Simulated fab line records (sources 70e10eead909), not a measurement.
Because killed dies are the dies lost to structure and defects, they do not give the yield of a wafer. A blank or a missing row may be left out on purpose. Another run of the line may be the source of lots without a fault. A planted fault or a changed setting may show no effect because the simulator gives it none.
Matching of chambers    flow nandHarc    NHARC_P_CONTACT_ETCH_35 on rieDiel-11 has 4 sister chambers
The step etches the open film in CF4, target depth 39 nm, time 65 s. 18 wafers are shown with their chamber, then 9 later ones without.

EACH WAFER AND ITS CHAMBER
wafer   chamber  drypumpMotorCurrentA (A)  oesProductAu (a.u.)  rfVppV (V)
L075.1  1        5.0                       1.004                151.7
L075.2  0        6.1                       0.999                153.1
L075.3  3        5.9                       0.993                151.0
L075.4  2        5.5                       1.014                152.9
L075.5  2        5.5                       1.030                152.7
L075.6  3        5.9                       0.998                152.7
L076.1  0        6.1                       1.011                153.6
L076.2  3        5.9                       1.005                151.0
L076.4  2        5.6                       1.025                154.4
L077.3  1        5.0                       1.013                150.9
L077.4  3        5.9                       1.004                151.7
L077.5  0        6.1                       1.014                153.5
L079.1  1        5.0                       0.994                152.6
L079.4  0        6.1                       1.013                153.7
L079.5  2        5.6                       1.032                151.4
L080.1  1        5.0                       1.004                151.5
L080.2  2        5.5                       1.023                152.2
L080.6  1        5.0                       0.994                151.6

SIGNATURES (averages over the wafers above)
reading               chamber 0  chamber 1  chamber 2  chamber 3  scatter within a chamber
drypumpMotorCurrentA  6.100      5.000      5.540      5.900      0.0293
oesProductAu          1.00925    1.00180    1.02480    1.00000    0.00704
rfVppV                153.475    151.660    152.720    151.600    0.78
Rule: for each reading, subtract the chamber's mean from the wafer's reading, divide by that reading's scatter and square the result; add these up over the readings and take the root, which gives the wafer's distance from the chamber. If the next closest chamber is less than 2 further off than the closest, the wafer can't be placed; otherwise it belongs to the closest. The scatter is the square root of a quotient: the sum, over the shown wafers, of each reading's squared deviation from its chamber's mean, divided by wafers minus chambers.

WAFERS WHOSE CHAMBER IS MISSING
wafer   drypumpMotorCurrentA (A)  oesProductAu (a.u.)  rfVppV (V)
L086.3  5.0                       1.012                150.9
L086.5  6.1                       0.989                153.0
L086.6  5.0                       1.007                150.6
L090.1  5.9                       0.997                152.1
L090.3  5.6                       1.010                152.1
L090.4  6.0                       1.025                152.5
L096.2  6.0                       1.003                151.6
L096.3  5.5                       1.011                150.8
L096.5  5.5                       1.018                152.0

CHAMBER TAKEN BY EACH
wafer   from the rows above      in truth
L086.3  1                        1
L086.5  0                        0
L086.6  1                        1
L090.1  3                        3
L090.3  2                        2
L090.4  can't be placed: 0 or 3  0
L096.2  can't be placed: 3 or 0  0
L096.3  2                        2
L096.5  2                        2
Correct placement for 7 of the 9. Cannot be placed on the basis of these rows: 2; the candidates contain the true chamber in 2. Wrongly placed: 0.
